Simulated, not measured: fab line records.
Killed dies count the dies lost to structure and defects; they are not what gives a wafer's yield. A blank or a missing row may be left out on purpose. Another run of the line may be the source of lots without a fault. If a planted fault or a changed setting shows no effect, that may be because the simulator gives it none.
Lot-split experiment | flow n5_finfet | 21 wafers read across 7 lots, on a route 1938 steps long

== SPLIT DETAILS ==
At N5_BEOL_M6_ETCH_41 (etches SiCN in CH3F/O2, target depth 29.7 nm, time 52 s), the setting time_s was moved away from the recipe's 52 s on 7 of the 21 wafers read, by -22.1% to +13.8%. For the rest of the wafers, this setting stayed at what the recipe calls for.

The reading comes from the split's own step.

== THE READING ==
etch.depth_nm (the simulator's own value, which no gauge read), in nm, at N5_BEOL_M6_ETCH_41 (etches SiCN in CH3F/O2, target depth 29.7 nm, time 52 s). The file gives no usual value for it. Across the 14 wafers here that went through the recipe, the average is 19.87 nm and the standard deviation 0.31 nm.

wafer  | tool, chamber at the split | time_s as run, s | against the recipe | etch.depth_nm, nm | against lot-mates on the recipe
L076.2 | rie_diel-04, 3             | 56.68            | +9.0%              | 21.58             | +1.96
L076.3 | rie_diel-04, 1             | 56.68            | +9.0%              | 21.31             | +1.69
L076.4 | rie_diel-04, 0             | 52               | recipe             | 19.62             | -
L081.2 | rie_diel-04, 1             | 56.36            | +8.4%              | 21.57             | +1.86
L081.4 | rie_diel-04, 0             | 52               | recipe             | 19.6              | -
L081.5 | rie_diel-04, 1             | 52               | recipe             | 19.82             | -
L080.1 | rie_diel-05, 2             | 59.18            | +13.8%             | 22.69             | +2.51
L080.4 | rie_diel-05, 3             | 52               | recipe             | 20.18             | -
L080.6 | rie_diel-05, 2             | 59.18            | +13.8%             | 22.83             | +2.65
L082.1 | rie_diel-04, 2             | 57.83            | +11.2%             | 21.1              | +1.28
L082.2 | rie_diel-04, 3             | 52               | recipe             | 19.9              | -
L082.6 | rie_diel-04, 0             | 52               | recipe             | 19.75             | -
L088.2 | rie_diel-05, 1             | 52               | recipe             | 19.87             | -
L088.5 | rie_diel-05, 1             | 52               | recipe             | 19.94             | -
L088.6 | rie_diel-05, 0             | 52               | recipe             | 19.42             | -
L095.2 | rie_diel-05, 0             | 52               | recipe             | 19.67             | -
L095.3 | rie_diel-05, 1             | 52               | recipe             | 19.94             | -
L095.4 | rie_diel-05, 3             | 52               | recipe             | 20.67             | -
L097.2 | rie_diel-06, 3             | 52               | recipe             | 20.18             | -
L097.4 | rie_diel-06, 1             | 40.51            | -22.1%             | 15.43             | -4.44
L097.5 | rie_diel-06, 0             | 52               | recipe             | 19.56             | -

THE FIT
A straight line over all 21 wafers: etch.depth_nm changes by +0.192 nm for each +1% of time_s; r = +0.97; the points scatter about the line by 0.36 nm.
The same after taking each lot's own level away (the mean of its wafers on the recipe; 21 wafers): +0.19 nm for each +1%; r = +0.98; scatter 0.31 nm.
That fit puts the effect of the largest move of time_s on the reading at 4.2 nm.
The span of the lots' own levels, 19.620 to 20.180 nm, comes to 1.8 times the standard deviation stated above.
So the lot-to-lot level changes the slope little: the two slopes agree.
Check: for one of the wafers moved furthest among these (-22.1%), held out of the fit, the line's prediction against its lot-mates is -3.98 nm. It came out at -4.44 nm against them.

== FURTHER SPLITS ON THESE WAFERS ==
Other splits were also applied to these wafers ahead of the reading. Each is held against what the fit with the lots' levels taken away leaves over:
other split on the same wafers | wafers away from the commonest value | r with etch.depth_nm (lot level and that fit taken away)
N5_BEOL_M6_COAT_60 spin_rpm    | 3                                    | +0.09

== FILE'S OWN FIT ==
etch.depth_nm changes by +0.188 nm for each +1% of time_s, r = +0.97.
